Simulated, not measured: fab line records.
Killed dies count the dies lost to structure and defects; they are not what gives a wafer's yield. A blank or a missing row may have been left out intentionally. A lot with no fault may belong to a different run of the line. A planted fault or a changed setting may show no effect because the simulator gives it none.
Matching of chambers -- flow n5 finfet -- N5_MIM_TOP_ALD_00 on ald hk-03 has 4 sister chambers
The step deposits Al2O3, purge time 3 s, co reactant pulse time 3 s. 7 wafers are shown with their chamber, then 7 later ones without.

## WAFERS, EACH WITH ITS CHAMBER
wafer,chamber,precursor pulse height rel
L078.3,3,1.005
L080.2,1,0.991
L080.6,2,0.999
L085.2,1,0.963
L085.5,0,0.984
L087.1,0,1.031
L087.3,2,0.976

## WAFERS MISSING THEIR CHAMBER
wafer,precursor pulse height rel
L087.6,0.991
L090.1,1.016
L090.3,1.006
L090.5,1.011
L096.1,0.969
L096.2,1.025
L096.5,1.020

## CHAMBER TAKEN BY EACH
wafer,from the rows above,in truth
L087.6,can't be placed: 2 or 3 or 1 or 0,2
L090.1,can't be placed: 0 or 3 or 2 or 1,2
L090.3,can't be placed: 3 or 0 or 2 or 1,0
L090.5,can't be placed: 0 or 3 or 2 or 1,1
L096.1,can't be placed: 1 or 2 or 3 or 0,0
L096.2,can't be placed: 0 or 3 or 2 or 1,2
L096.5,can't be placed: 0 or 3 or 2 or 1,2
Correctly placed: 0 of 7. Unplaceable from these rows: 7, with the true chamber sitting among the candidates in 7. Placed wrongly: 0.
How it was worked out, from the rows above alone: a wafer's distance from a chamber is the root of the sum, over the readings, of the square of ((its reading less the chamber's mean) divided by the reading's scatter). If the next closest chamber is less than 2 further off than the closest, the wafer can't be placed; otherwise it belongs to the closest. For every chamber, the mean is computed from those of its wafers that are shown. The scatter is the square root of a quotient: the sum, over the shown wafers, of each reading's squared deviation from its chamber's mean, divided by wafers minus chambers.
